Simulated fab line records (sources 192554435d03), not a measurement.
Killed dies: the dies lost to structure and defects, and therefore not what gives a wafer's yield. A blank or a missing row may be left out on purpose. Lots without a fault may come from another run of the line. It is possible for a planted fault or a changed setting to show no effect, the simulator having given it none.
fab line records -- flow n5_finfet
[record] lots = 6, wafers = 18, last_day = 19
route steps=1938 shown BEOL_M13@1695 PASSIVATION@1936
lots that met no fault: taken from a fault-free run of the same line
start_h: the number of hours between the record's first day and the start of the first shown wafer of the lot -- wait_h: hours elapsed since this lot's preceding step -- " as in the row above -- L1.1+2: several wafers, shown together as one row -- - value missing, or start not given -- * or withheld: withheld -- < > ~ a bound
route shown NAME@n: NAME is a module with steps in the file, n the number in the route of the first one -- usual: mean/standard deviation of fault-free wafers -- same: alike in all rows -- chamber/n: place in a boat -- sites: the reading at each site -- _std_site: the values' standard deviation -- _edge_site: mean of outer sites minus mean of inner sites -- radius_mm: how far each site lies from the wafer's centre -- mask NAME#n: copy n -- behind: tool/chamber where the wafer was last shaped -- hold: reason for holding the lot/hours on hold/outcome of the hold -- device: whichever transistor did not switch (one of n, p or np) -- end of line: the same wafers' tests at the end of the route -- a step with no rows: only its recipe -- killed: dies that structure and defects cost at the first sort, which is not the same as the wafer's yield -- map: per-die view of a wafer (x killed, . not killed, _ where there is no die)
set.NAME: the setting as run; set.NAME@STEP: as run at that earlier step -- model.NAME: the simulator's own value behind a step, which no gauge read
a table for each step, a row for each wafer; lots at some steps of the route
services: a tool's chamber out of use, with start hour (start_h, from the record's first day; less than 0 if before it), hours out, and reason
[[steps]]
[step N5_BEOL_M13_STRIP_69]
[recipe] chemistry = N2/H2, temp_c = 40, n2_flow_sccm = 200, h2_flow_sccm = 200, rf_frequency_hz = 6e+07
[step N5_BEOL_M13_TRENCH_ETCH_34]
[recipe] chemistry = C4F8/O2/Ar, target = SiOC, target_depth_a = 4134.7, mask_material = SOC, pressure_mtorr = 30, source_w = 3000, bias_w = 700, Ar_flow_sccm = 400, C4F8_flow_sccm = 15, O2_flow_sccm = 8, he_inner_torr = 15, he_outer_torr = 30, time_s = 162.6, ion_energy_ev = 250
[usual] drypump_motor_current_A = 5.8/0.63, oes_product_au = 0.80/0.076, rf_vpp_V = 665/3.1, showerhead_plenum_p_Torr = 3.42/0.1, throttle_valve_pct = 24.20/0.17
lot.wafer,tool,chamber,start_h,wait_h,drypump_motor_current_A,oes_product_au,rf_hours_counter_h,rf_vpp_V,showerhead_plenum_p_Torr,throttle_valve_pct
L915.1,rie_diel-06,2,266.10,0.0,6.6,0.90,34,666,3.48,24.31
L915.4,rie_diel-06,1,266.10,0.0,4.9,0.71,227,665,3.38,24.24
L915.6,rie_diel-06,3,266.10,0.0,5.1,0.70,-,661,3.24,24.56
L926.2,rie_diel-04,0,348.18,0.0,5.3,0.86,63,670,3.60,24.05
L926.3,rie_diel-04,1,348.18,0.0,5.9,0.72,196,668,3.53,24.36
L926.6,rie_diel-04,3,348.18,0.0,5.9,0.83,-,667,3.45,24.03
L928.3,rie_diel-01,3,350.20,0.0,5.4,0.84,53,663,3.35,23.94
L928.4,rie_diel-01,1,350.20,0.0,6.8,0.76,133,665,3.43,24.22
L928.6,rie_diel-01,2,350.20,0.0,4.9,0.72,-,660,3.28,24.33
L930.1,rie_diel-06,2,356.62,0.0,6.6,0.84,64,667,3.47,24.33
L930.5,rie_diel-06,3,356.62,0.0,5.1,1.00,-,671,3.63,24.29
L930.6,rie_diel-06,2,356.62,0.0,6.6,0.85,-,667,3.47,24.34
L932.1,rie_diel-06,3,381.95,0.0,5.1,0.95,11,671,3.62,24.26
L932.3,rie_diel-06,1,381.95,0.0,4.9,0.98,3,663,3.36,23.94
L932.4,rie_diel-06,0,381.95,0.0,6.3,0.81,94,666,3.46,24.09
L938.1,rie_diel-04,3,415.58,0.0,5.9,0.81,95,666,3.44,24.07
L938.4,rie_diel-04,2,415.58,0.0,6.2,0.71,199,661,3.27,24.47
L938.6,rie_diel-04,3,415.58,0.0,5.9,0.81,-,666,3.43,24.07
[step N5_BEOL_M13_STRIP_70]
[recipe] chemistry = C4F8/O2/Ar, resist = SiARC, rf_frequency_hz = 6e+07
[step N5_BEOL_M13_OCD_MEAS_35]
[usual] trench_depth_nm = 415/6.2
lot.wafer,tool,chamber,start_h,wait_h,trench_depth_nm
L915.1,ocd-02,-,266.27,0.0,424
L915.4,ocd-02,-,266.27,0.0,410
L915.6,ocd-02,-,266.27,0.0,410
L926.2,ocd-02,-,348.36,0.0,416
L926.3,ocd-02,-,348.36,0.0,417
L926.6,ocd-02,-,348.36,0.0,411
L928.3,ocd-02,-,350.37,0.0,414
L928.4,ocd-02,-,350.37,0.0,413
L928.6,ocd-02,-,350.37,0.0,412
L930.1,ocd-01,-,356.79,0.0,420
L930.5,ocd-01,-,356.79,0.0,426
L930.6,ocd-01,-,356.79,0.0,418
L932.1,ocd-01,-,382.12,0.0,421
L932.3,ocd-01,-,382.12,0.0,416
L932.4,ocd-01,-,382.12,0.0,413
L938.1,ocd-02,-,415.75,0.0,416
L938.4,ocd-02,-,415.75,0.0,408
L938.6,ocd-02,-,415.75,0.0,417
[step N5_BEOL_M13_STRIP_37]
[recipe] chemistry = N2/H2, power_w = 1000, temp_c = 250, h2_frac = 0.65, overash_fraction = 0.3, pressure_mtorr = withheld, n2_flow_sccm = 1750, h2_flow_sccm = 3250
[usual] drypump_motor_current_A = 5.6/0.52, h2_flow_sccm = 3250/9.8, heater_power_w = 334/26, oes_product_au = 0.783/0.01
[same] overash_fraction = 0.3
lot.wafer,tool,chamber,start_h,wait_h,drypump_motor_current_A,h2_flow_sccm,heater_power_w,oes_product_au,rf_hours_counter_h
L915.1,plasma_asher-01,0,266.32,0.0,5.6,3242,362,0.785,133
L915.4,plasma_asher-01,0,266.32,0.0,5.6,3252,352,0.799,-
L915.6,plasma_asher-01,0,266.32,0.0,5.6,3244,361,0.773,-
L926.2,plasma_asher-02,1,348.46,0.1,5.9,3233,333,0.769,81
L926.3,plasma_asher-02,1,348.46,0.1,6.0,3247,337,0.796,-
L926.6,plasma_asher-02,0,348.46,0.1,6.1,3265,336,0.785,-
L928.3,plasma_asher-01,1,350.43,0.1,4.8,3249,292,0.774,-
L928.4,plasma_asher-01,0,350.43,0.1,5.6,3250,355,0.783,-
L928.6,plasma_asher-01,1,350.43,0.1,4.8,3232,292,0.791,-
L930.1,plasma_asher-01,0,356.83,0.0,5.7,3252,356,0.774,152
L930.5,plasma_asher-01,1,356.83,0.0,4.7,3247,292,0.778,-
L930.6,plasma_asher-01,0,356.83,0.0,5.7,3248,363,0.770,-
L932.1,plasma_asher-01,1,382.16,0.0,4.7,3242,286,0.769,157
L932.3,plasma_asher-01,0,382.16,0.0,5.6,3240,364,0.766,-
L932.4,plasma_asher-01,1,382.16,0.0,4.8,3230,305,0.781,-
L938.1,plasma_asher-02,0,415.79,0.0,6.1,3248,334,0.791,94
L938.4,plasma_asher-02,0,415.79,0.0,6.1,3258,352,0.791,-
L938.6,plasma_asher-02,1,415.79,0.0,5.9,3259,336,0.753,-
[step N5_BEOL_M13_ETCH_38]
[recipe] chemistry = CF4/N2, target = SiCN, target_depth_a = 675, taper_deg = 2, time_s = 71.9, ion_energy_ev = 150, mask_material = SiO2, pressure_mtorr = 40, source_w = 430, bias_w = 70, Ar_flow_sccm = 100, cf4_flow_sccm = 60, n2_flow_sccm = 60
[usual] cf4_flow_sccm = 59.98/0.17, drypump_motor_current_A = 5.7/0.6, oes_product_au = 0.80/0.068, rf_vpp_V = 382.3/1.9, showerhead_plenum_p_Torr = 2.21/0.073, throttle_valve_pct = 15.41/0.18
lot.wafer,tool,chamber,start_h,wait_h,cf4_flow_sccm,drypump_motor_current_A,oes_product_au,rf_hours_counter_h,rf_vpp_V,showerhead_plenum_p_Torr,throttle_valve_pct
L915.1,rie_diel-01,0,269.16,-,60.13,5.4,0.80,99,382.0,2.23,15.34
L915.4,rie_diel-01,2,269.16,-,60.01,4.9,0.74,-,379.1,2.12,15.51
L915.6,rie_diel-01,1,269.16,-,60.16,6.7,0.79,-,382.4,2.22,15.38
L926.2,rie_diel-01,2,351.89,-,59.96,4.9,0.71,196,380.3,2.11,15.57
L926.3,rie_diel-01,3,351.89,-,60.03,5.4,0.83,54,381.3,2.16,15.13
L926.6,rie_diel-01,3,351.89,-,60.06,5.4,0.82,-,382.6,2.15,15.12
L928.3,rie_diel-04,2,352.83,-,59.90,6.2,0.73,182,380.6,2.12,15.67
L928.4,rie_diel-04,0,352.83,-,60.28,5.3,0.87,64,383.4,2.33,15.27
L928.6,rie_diel-04,2,352.83,-,60.15,6.2,0.73,-,380.1,2.12,15.67
L930.1,rie_diel-01,1,357.45,-,59.94,6.8,0.76,136,383.3,2.21,15.43
L930.5,rie_diel-01,1,357.45,-,59.84,6.8,0.76,-,382.4,2.21,15.43
L930.6,rie_diel-01,2,357.45,-,60.10,4.9,0.71,-,377.8,2.11,15.58
L932.1,rie_diel-01,3,382.54,-,59.88,5.4,0.83,62,381.3,2.15,15.13
L932.3,rie_diel-01,2,382.54,-,59.84,4.8,0.72,206,379.4,2.10,15.59
L932.4,rie_diel-01,0,382.54,-,60.11,5.4,0.77,133,382.0,2.22,15.40
L938.1,rie_diel-04,0,418.10,-,60.04,5.3,0.85,82,386.4,2.32,15.29
L938.4,rie_diel-04,1,418.10,-,59.72,5.9,0.71,216,383.1,2.28,15.67
L938.6,rie_diel-04,0,418.10,-,59.82,5.3,0.84,-,384.7,2.32,15.31
[step N5_BEOL_M13_PRECLEAN_39]
[recipe] chemistry = residue_remover, time_s = 60, temp_c = 40
[step N5_BEOL_M13_SRD_40]
[recipe] time_s = 30, temp_c = 23, rinse_liquid = diw, dry = n2_spin, spin_rpm = 1500, dry_time_s = 30
[step N5_BEOL_M13_DEGAS_41]
[recipe] ambient = vacuum, temp_c = 250, time_s = 60
[usual] heater_power_w = 325/18
lot.wafer,tool,chamber,start_h,wait_h,heater_power_w
L915.1,pvd_sputter-02,-,269.65,0.3,322
L915.4,pvd_sputter-02,-,269.65,0.3,335
L915.6,pvd_sputter-02,-,269.65,0.3,342
L926.2,pvd_sputter-03,-,352.42,0.4,329
L926.3,pvd_sputter-03,-,352.42,0.4,324
L926.6,pvd_sputter-03,-,352.42,0.4,324
L928.3,pvd_sputter-03,-,353.06,0.1,330
L928.4,pvd_sputter-03,-,353.06,0.1,334
L928.6,pvd_sputter-03,-,353.06,0.1,332
L930.1,pvd_sputter-03,-,358.09,0.5,322
L930.5,pvd_sputter-03,-,358.09,0.5,325
L930.6,pvd_sputter-03,-,358.09,0.5,338
L932.1,pvd_sputter-01,-,382.85,0.1,280
L932.3,pvd_sputter-01,-,382.85,0.1,336
L932.4,pvd_sputter-01,-,382.85,0.1,334
L938.1,pvd_sputter-01,-,418.58,0.3,308
L938.4,pvd_sputter-01,-,418.58,0.3,285
L938.6,pvd_sputter-01,-,418.58,0.3,330
[step N5_BEOL_M13_PRE_CLEAN_42]
[recipe] gas = H2/He, time_s = 30, temp_c = 250
[usual] heater_power_w = 324/17
lot.wafer,tool,chamber,start_h,wait_h,heater_power_w
L915.1,pvd_sputter-02,-,269.69,0.0,322
L915.4,pvd_sputter-02,-,269.69,0.0,334
L915.6,pvd_sputter-02,-,269.69,0.0,351
L926.2,pvd_sputter-03,-,352.46,0.0,319
L926.3,pvd_sputter-03,-,352.46,0.0,327
L926.6,pvd_sputter-03,-,352.46,0.0,328
L928.3,pvd_sputter-03,-,353.10,0.0,321
L928.4,pvd_sputter-03,-,353.10,0.0,340
L928.6,pvd_sputter-03,-,353.10,0.0,321
L930.1,pvd_sputter-03,-,358.13,0.0,327
L930.5,pvd_sputter-03,-,358.13,0.0,323
L930.6,pvd_sputter-03,-,358.13,0.0,335
L932.1,pvd_sputter-01,-,382.89,0.0,283
L932.3,pvd_sputter-01,-,382.89,0.0,335
L932.4,pvd_sputter-01,-,382.89,0.0,336
L938.1,pvd_sputter-01,-,418.62,0.0,311
L938.4,pvd_sputter-01,-,418.62,0.0,291
L938.6,pvd_sputter-01,-,418.62,0.0,325
[step N5_BEOL_M13_SPUTTER_43]
[recipe] material = TaN, target_thk_a = 150, temp_c = 50, bias_v = 168.6, power_w = 15000, chamber_pressure_pa = 0.12, time_s = 24.19
[step N5_BEOL_M13_SPUTTER_44]
[recipe] material = Ta, target_thk_a = 100, temp_c = 50, bias_v = 80, power_w = 15000, chamber_pressure_pa = 0.07, time_s = 16.13
[step N5_BEOL_M13_SPUTTER_45]
[recipe] material = Cu, target_thk_a = 800, temp_c = -20, bias_v = 60, power_w = 26000, chamber_pressure_pa = 0.13, time_s = 13.33
[usual] cathode_dc_power_W = 26001/4.2, throttle_valve_pct = 30.4/0.91
lot.wafer,tool,chamber,start_h,wait_h,cathode_dc_power_W,throttle_valve_pct
L915.1,pvd_sputter-02,-,269.89,0.0,26003,29.4
L915.4,pvd_sputter-02,-,269.89,0.0,26002,30.3
L915.6,pvd_sputter-02,-,269.89,0.0,26000,30.1
L926.2,pvd_sputter-03,-,352.66,0.0,25996,32.6
L926.3,pvd_sputter-03,-,352.66,0.0,26005,29.3
L926.6,pvd_sputter-03,-,352.66,0.0,25998,32.3
L928.3,pvd_sputter-03,-,353.30,0.0,25998,32.5
L928.4,pvd_sputter-03,-,353.30,0.0,29152,31.7
L928.6,pvd_sputter-03,-,353.30,0.0,25998,29.6
L930.1,pvd_sputter-03,-,358.33,0.0,26000,32.6
L930.5,pvd_sputter-03,-,358.33,0.0,26002,29.4
L930.6,pvd_sputter-03,-,358.33,0.0,29157,31.8
L932.1,pvd_sputter-01,-,383.09,0.0,26000,30.1
L932.3,pvd_sputter-01,-,383.09,0.0,25997,31.3
L932.4,pvd_sputter-01,-,383.09,0.0,26002,30.3
L938.1,pvd_sputter-01,-,418.82,0.0,26005,30.5
L938.4,pvd_sputter-01,-,418.82,0.0,26005,30.2
L938.6,pvd_sputter-01,-,418.82,0.0,25999,31.1
[step N5_BEOL_M13_ECD_47]
[recipe] material = Cu, target_thk_a = 9360
[step N5_PASSIVATION_PROBE_49]
[usual] defect_limited_yield = 91.5/1.3, killed_at_M0_to_M3 = 33/10, killed_at_M4_up = 13/4, killed_at_contacts = 12/6.3, killed_at_front_end = 39/11, killed_at_other = 3.4/2.6, killed_dies = 100/15, killed_open = 65/11, killed_short = 34/7.8, sort_bin_5_function = 5.0/0.89, sort_bin_6_memory = 3.2/0.58, sort_n_pass = 1080/15, sort_yield_pct = 91.5/1.3
[same] gross_dies = 1180, killed_at_back_side = 0, sort_bin_4_leakage[%] = 0, sort_bin_8_speed[%] = 0
lot.wafer,tool,chamber,start_h,wait_h,defect_limited_yield[%],killed_at_M0_to_M3,killed_at_M4_up,killed_at_contacts,killed_at_front_end,killed_at_other,killed_dies,killed_open,killed_short,sort_bin_5_function[%],sort_bin_6_memory[%],sort_n_pass,sort_yield_pct[%]
L926.2,prober-02,-,382.09,0.1,91.0,28,9,17,47,5,106,65,41,4.7,3.9,1074,91.0
L926.3,prober-02,-,382.14,0.1,93.4,22,10,8,36,2,78,53,25,4.6,1.9,1102,93.4
L926.6,prober-02,-,382.29,0.3,87.3,71,15,26,38,0,150,84,65,7.6,4.5,1030,87.3
L928.6,prober-01,-,389.39,0.3,91.9,28,12,3,49,3,95,66,28,4.1,3.6,1085,91.9
L930.1,prober-02,-,392.41,0.0,91.4,39,11,13,38,1,102,67,35,4.8,3.6,1078,91.4
L930.5,prober-02,-,392.61,0.2,91.4,35,12,20,33,1,101,65,36,4.3,3.6,1079,91.4
L930.6,prober-02,-,392.66,0.3,92.2,28,9,17,36,2,92,53,39,4.6,3.0,1088,92.2
// killed by level:class
L926.2 FIN_SAQP:geometric_particle:open=15 MOL_CONTACT_COAG:geometric_particle:open=11 FIN_SAQP:geometric_particle:short=9 BEOL_M3:geometric_particle:open=7 MOL_CONTACT_COAG:geometric_particle:short=6 BEOL_M1:geometric_particle:open=6 BEOL_M0_SAQP:geometric_particle:open=5 BEOL_M0_SAQP:geometric_particle:short=4
L926.3 FIN_SAQP:geometric_particle:short=10 MOL_CONTACT_COAG:geometric_particle:open=8 BEOL_M1:geometric_particle:open=8 FIN_SAQP:geometric_particle:open=7 STI_FIN_REVEAL:geometric_particle:open=6 BEOL_M0_SAQP:geometric_particle:open=4 BEOL_M0_SAQP:geometric_particle:short=4 BEOL_M3:geometric_particle:open=4
L926.6 BEOL_M0_SAQP:geometric_particle:short=20 MOL_CONTACT_COAG:geometric_particle:open=19 FIN_SAQP:geometric_particle:short=12 BEOL_M0_SAQP:geometric_particle:open=11 BEOL_M2:geometric_particle:open=10 BEOL_M3:geometric_particle:open=10 BEOL_M1:geometric_particle:open=10 MOL_CONTACT_COAG:geometric_particle:short=7
L928.6 STI_FIN_REVEAL:geometric_particle:open=18 BEOL_M1:geometric_particle:open=8 FIN_SAQP:geometric_particle:open=7 FIN_SAQP:geometric_particle:short=7 BEOL_M2:geometric_particle:open=5 BEOL_M0_SAQP:geometric_particle:short=4 GATE_CUT:geometric_particle:short=3 BEOL_M0:geometric_particle:open=3
L930.1 FIN_SAQP:geometric_particle:short=12 MOL_CONTACT_COAG:geometric_particle:open=8 BEOL_M1:geometric_particle:open=7 BEOL_M2:geometric_particle:open=7 FIN_SAQP:geometric_particle:open=6 BEOL_M3:geometric_particle:open=6 BEOL_M0_SAQP:geometric_particle:open=6 MOL_CONTACT_COAG:geometric_particle:short=5
L930.5 MOL_CONTACT_COAG:geometric_particle:open=19 BEOL_M0_SAQP:geometric_particle:short=11 BEOL_M0_SAQP:geometric_particle:open=11 FIN_SAQP:geometric_particle:open=10 FIN_SAQP:geometric_particle:short=8 GATE_CUT:geometric_particle:short=6 BEOL_M6:geometric_particle:open=5 BEOL_M1:geometric_particle:open=4
L930.6 FIN_SAQP:geometric_particle:short=14 MOL_CONTACT_COAG:geometric_particle:open=11 STI_FIN_REVEAL:geometric_particle:open=7 BEOL_M0_SAQP:geometric_particle:open=7 MOL_CONTACT_COAG:geometric_particle:short=6 BEOL_M2:geometric_particle:open=5 GATE_CUT:geometric_particle:short=5 BEOL_M1:geometric_particle:open=4
[[services]]
tool,chamber,start_h,hours,kind
rie_diel-01,2,247.70,9.1,repair
rie_diel-04,2,255.92,2.1,repair
rie_diel-01,3,261.33,9.2,repair
pvd_sputter-01,-,283.92,0.7,repair
rie_diel-01,-,326.60,0.4,repair
plasma_asher-02,-,329.02,2.8,pm
rie_diel-06,3,333.41,3.6,repair
rie_diel-06,3,337.04,-,clean
rie_diel-06,3,337.04,-,consumable_replace:focus_ring
rie_diel-06,3,337.04,-,consumable_replace:showerhead
rie_diel-06,3,337.04,15.9,scheduled_down
rie_diel-06,3,337.04,15.9,vent_cycle
rie_diel-01,-,344.99,2.8,pm
rie_diel-06,1,353.26,-,clean
rie_diel-06,1,353.26,-,consumable_replace:focus_ring
rie_diel-06,1,353.26,20.5,scheduled_down
rie_diel-06,1,353.26,20.5,vent_cycle
pvd_sputter-02,-,359.51,2.0,repair
rie_diel-01,1,375.05,1.9,repair
rie_diel-06,3,387.37,2.9,repair
[[key]]
[first_sign] step = N5_BEOL_M13_SPUTTER_45, reading = cathode_dc_power_W, direction = up, sigmas = 99+, usual = *, struck = *
effect none on later readings
met_at N5_BEOL_M13_SPUTTER_45
struck_wafers L928.4,L930.6
[fault] kind = process_parameter_drift, tool = pvd_sputter-03, chamber = -, onset_h = 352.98, steps = N5_BEOL_M13_SPUTTER_45, channel = power_w, offset = *, shape = step, end_h = 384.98, acts_in = *, stated = *, scope = struck_wafers_only
